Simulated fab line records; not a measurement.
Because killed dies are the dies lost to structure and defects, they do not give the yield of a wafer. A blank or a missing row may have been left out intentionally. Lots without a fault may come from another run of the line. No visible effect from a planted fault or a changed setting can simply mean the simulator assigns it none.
Chamber matching / flow n5Finfet / N5_BEOL_M8_PECVD_70 on pecvd-02 has 3 sister chambers
The step deposits SiO2 from TEOS/O2, target thk 20 nm, time 22.7 s. 6 wafers are shown with their chamber, then 11 later ones without.

== WAFERS WITH THEIR CHAMBER ==
wafer=L081.1; chamber=1; throttleValvePct (%)=23.0; showerheadPlenumPTorr (Torr)=8.81
wafer=L081.2; chamber=2; throttleValvePct (%)=22.0; showerheadPlenumPTorr (Torr)=8.82
wafer=L082.1; chamber=2; throttleValvePct (%)=21.6; showerheadPlenumPTorr (Torr)=8.79
wafer=L082.2; chamber=0; throttleValvePct (%)=21.8; showerheadPlenumPTorr (Torr)=8.90
wafer=L082.3; chamber=1; throttleValvePct (%)=22.9; showerheadPlenumPTorr (Torr)=8.82
wafer=L082.4; chamber=0; throttleValvePct (%)=21.7; showerheadPlenumPTorr (Torr)=8.93

== WAFERS WHOSE CHAMBER IS MISSING ==
wafer=L082.5; throttleValvePct (%)=23.0; showerheadPlenumPTorr (Torr)=8.81
wafer=L082.6; throttleValvePct (%)=21.8; showerheadPlenumPTorr (Torr)=8.79
wafer=L083.1; throttleValvePct (%)=21.7; showerheadPlenumPTorr (Torr)=8.79
wafer=L083.2; throttleValvePct (%)=22.6; showerheadPlenumPTorr (Torr)=8.80
wafer=L083.4; throttleValvePct (%)=22.2; showerheadPlenumPTorr (Torr)=8.94
wafer=L092.1; throttleValvePct (%)=21.6; showerheadPlenumPTorr (Torr)=8.80
wafer=L092.2; throttleValvePct (%)=21.9; showerheadPlenumPTorr (Torr)=8.91
wafer=L092.5; throttleValvePct (%)=22.0; showerheadPlenumPTorr (Torr)=8.92
wafer=L097.1; throttleValvePct (%)=23.0; showerheadPlenumPTorr (Torr)=8.81
wafer=L097.4; throttleValvePct (%)=22.8; showerheadPlenumPTorr (Torr)=8.78
wafer=L097.5; throttleValvePct (%)=21.8; showerheadPlenumPTorr (Torr)=8.81

== THE CHAMBER EACH PASSED THROUGH ==
wafer=L082.5; from the rows above=1; in truth=1
wafer=L082.6; from the rows above=2; in truth=2
wafer=L083.1; from the rows above=2; in truth=2
wafer=L083.2; from the rows above=1; in truth=1
wafer=L083.4; from the rows above=0; in truth=0
wafer=L092.1; from the rows above=2; in truth=2
wafer=L092.2; from the rows above=0; in truth=0
wafer=L092.5; from the rows above=0; in truth=0
wafer=L097.1; from the rows above=1; in truth=1
wafer=L097.4; from the rows above=1; in truth=1
wafer=L097.5; from the rows above=2; in truth=2
Placed correctly: 11 of 11. Left unplaced by these rows: 0. 0 placed wrongly.
How it was worked out, from the rows above alone: a wafer's distance from a chamber is the root of the sum, over the readings, of the square of ((its reading less the chamber's mean) divided by the reading's scatter). If the next closest chamber is less than 2 further off than the closest, the wafer can't be placed; otherwise it belongs to the closest. The mean given for a chamber averages the wafers shown for that chamber. The scatter is the square root of a quotient: the sum, over the shown wafers, of each reading's squared deviation from its chamber's mean, divided by wafers minus chambers.
